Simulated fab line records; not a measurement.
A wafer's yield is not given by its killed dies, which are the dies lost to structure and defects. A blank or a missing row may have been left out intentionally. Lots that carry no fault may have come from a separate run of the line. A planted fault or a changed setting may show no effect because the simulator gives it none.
Matching of chambers    flow n5_finfet    N5_BEOL_M6_ALD_77 on ald_metal-03: 4 sister chambers
The step deposits TaN, target thk 2 nm, pulse time 2 s, purge time 3 s. 7 wafers are shown with their chamber, then 8 later ones without.

## WAFERS PAIRED WITH THEIR CHAMBERS
wafer   chamber  heater_power_w (W)  precursor_vessel_temp_c (C)
L076.2  3        461                 74.77
L081.4  2        376                 74.77
L081.5  1        497                 75.01
L084.2  2        379                 75.11
L084.4  0        368                 74.98
L084.6  0        375                 75.30
L086.3  1        508                 74.97

## WAFERS WHOSE CHAMBER IS MISSING
wafer   heater_power_w (W)  precursor_vessel_temp_c (C)
L086.4  451                 75.00
L086.5  368                 74.89
L092.1  370                 74.95
L092.2  382                 74.99
L092.3  456                 74.90
L097.2  459                 74.98
L097.4  388                 75.13
L097.5  393                 74.99

## WHICH CHAMBER EACH ONE RAN IN
wafer   from the rows above      in truth
L086.4  3                        3
L086.5  can't be placed: 0 or 2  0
L092.1  can't be placed: 0 or 2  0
L092.2  can't be placed: 2 or 0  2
L092.3  3                        3
L097.2  3                        3
L097.4  can't be placed: 2 or 0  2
L097.5  can't be placed: 2 or 0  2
Correct placement for 3 of the 8. Not placeable from these rows: 5 (in 5, the candidates include the true chamber). Number placed wrongly: 0.
How it was worked out, from the rows above alone: a wafer's distance from a chamber is the root of the sum, over the readings, of the square of ((its reading less the chamber's mean) divided by the reading's scatter). If the next closest chamber is less than 2 further off than the closest, the wafer can't be placed; otherwise it belongs to the closest. For every chamber, the mean is computed from those of its wafers that are shown. The scatter is the square root of a quotient: the sum, over the shown wafers, of each reading's squared deviation from its chamber's mean, divided by wafers minus chambers.
